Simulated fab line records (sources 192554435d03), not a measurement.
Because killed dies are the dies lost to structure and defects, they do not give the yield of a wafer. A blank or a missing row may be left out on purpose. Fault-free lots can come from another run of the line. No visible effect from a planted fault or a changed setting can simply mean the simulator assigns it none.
Split-lot study -- flow n5Finfet -- on a route of 1938 steps: 7 lots, 21 wafers read

SPLIT DETAILS
At N5_BEOL_M3_ILD_DEP_00 (deposits SiOC from DEMS/O2, target thk 79 nm, time 15.3 s), the setting timeS was moved away from the recipe's 15.3 s on 8 of the 21 wafers read, by -10.7% to +10.7%. The other wafers ran this setting at the recipe's value.

There is no step in the file separating the split from the reading.

THE READING
M3_ILD_THK at N5_BEOL_M3_THK_MEAS_01, in nm. A value of 79.1 nm with a standard deviation of 0.96 nm is what fault-free wafers of this fab line usually give.

wafer,"tool, chamber at the split","timeS as run, s",against the recipe,"M3_ILD_THK, nm",against lot-mates on the recipe
L075.1,"pecvd-02, 0",15.3,recipe,79.0,-
L075.2,"pecvd-02, 2",15.3,recipe,80.8,-
L075.5,"pecvd-02, 1",15.3,recipe,80.3,-
L080.2,"pecvd-02, 1",15.3,recipe,77.6,-
L080.5,"pecvd-02, 0",15.3,recipe,79.5,-
L080.6,"pecvd-02, 1",14.67,-4.1%,75.0,-3.5
L081.1,"pecvd-02, 1",13.67,-10.7%,69.3,-9.8
L081.3,"pecvd-02, 2",15.3,recipe,79.1,-
L081.5,"pecvd-02, 0",13.67,-10.7%,70.7,-8.4
L084.1,"pecvd-04, 0",16.55,+8.2%,84.7,+6.2
L084.2,"pecvd-04, 1",15.3,recipe,78.5,-
L084.3,"pecvd-04, 1",16.55,+8.2%,85.4,+6.9
L088.2,"pecvd-02, 0",15.3,recipe,78.0,-
L088.3,"pecvd-02, 1",15.3,recipe,78.4,-
L088.5,"pecvd-02, 1",15.3,recipe,79.6,-
L092.1,"pecvd-02, 2",15.3,recipe,78.8,-
L092.4,"pecvd-02, 1",13.78,-9.9%,71.1,-8.2
L092.5,"pecvd-02, 0",15.3,recipe,79.9,-
L096.1,"pecvd-03, 0",16.93,+10.7%,86.6,+9.0
L096.2,"pecvd-03, 2",15.3,recipe,77.6,-
L096.3,"pecvd-03, 1",16.93,+10.7%,86.9,+9.3

FIT RESULTS
A straight line over all 21 wafers: M3_ILD_THK changes by +0.784 nm for each +1% of timeS; r = +0.98; the points scatter about the line by 0.88 nm.
The same after taking each lot's own level away (the mean of its wafers on the recipe; 21 wafers): +0.843 nm for each +1%; r = +0.99; scatter 0.61 nm.
The reading moves by 9 nm for the largest change in timeS, on that fit.
Measured against the standard deviation above, the lots' own levels, which go from 77.60 to 80.03 nm, span 2.5 times it.
The two slopes are in agreement: the lot-to-lot level therefore moves the slope only a little.
Check: for one of the wafers moved furthest among these (-10.7%), held out of the fit, the line's prediction against its lot-mates is -8.79 nm. Against them it came out at -9.8 nm.

OTHER SPLITS APPLIED TO THESE WAFERS
Note: prior to the reading, these wafers also went through further splits. Each is held against what the fit with the lots' levels taken away leaves over:
other split on the same wafers,wafers away from the commonest value,r with M3_ILD_THK (lot level and that fit taken away)
N5_BEOL_M1_ETCH_64 biasW,7,+0.13
N5_BEOL_M2_ETCH_74 sourceW,5,+0.04
N5_BEOL_M2_ETCH_64 sourceW,9,-0.03
N5_BEOL_M2_COAT_67 spinRpm,8,+0.00
N5_BEOL_M2_EXPOSE_25 doseMj,4,+0.31

THE WHOLE CHAIN: every reading that the file lists as answering this split, in the file's order
step,what it does,reading,change (the file's fit),r (the file's)
N5_BEOL_M3_ILD_DEP_00,"deposits SiOC from DEMS/O2, target thk 79 nm, time 15.3 s","SiOC_of_BEOL_M3_ILD_DEP_00.thkNm (the simulator's own value, which no gauge read)",+0.837 nm for each +1% of the setting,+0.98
N5_BEOL_M3_THK_MEAS_01,,M3_ILD_THK,+0.84 for each +1% of the setting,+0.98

FILE'S OWN FIT
M3_ILD_THK changes by +0.84 nm for each +1% of timeS, r = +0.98.
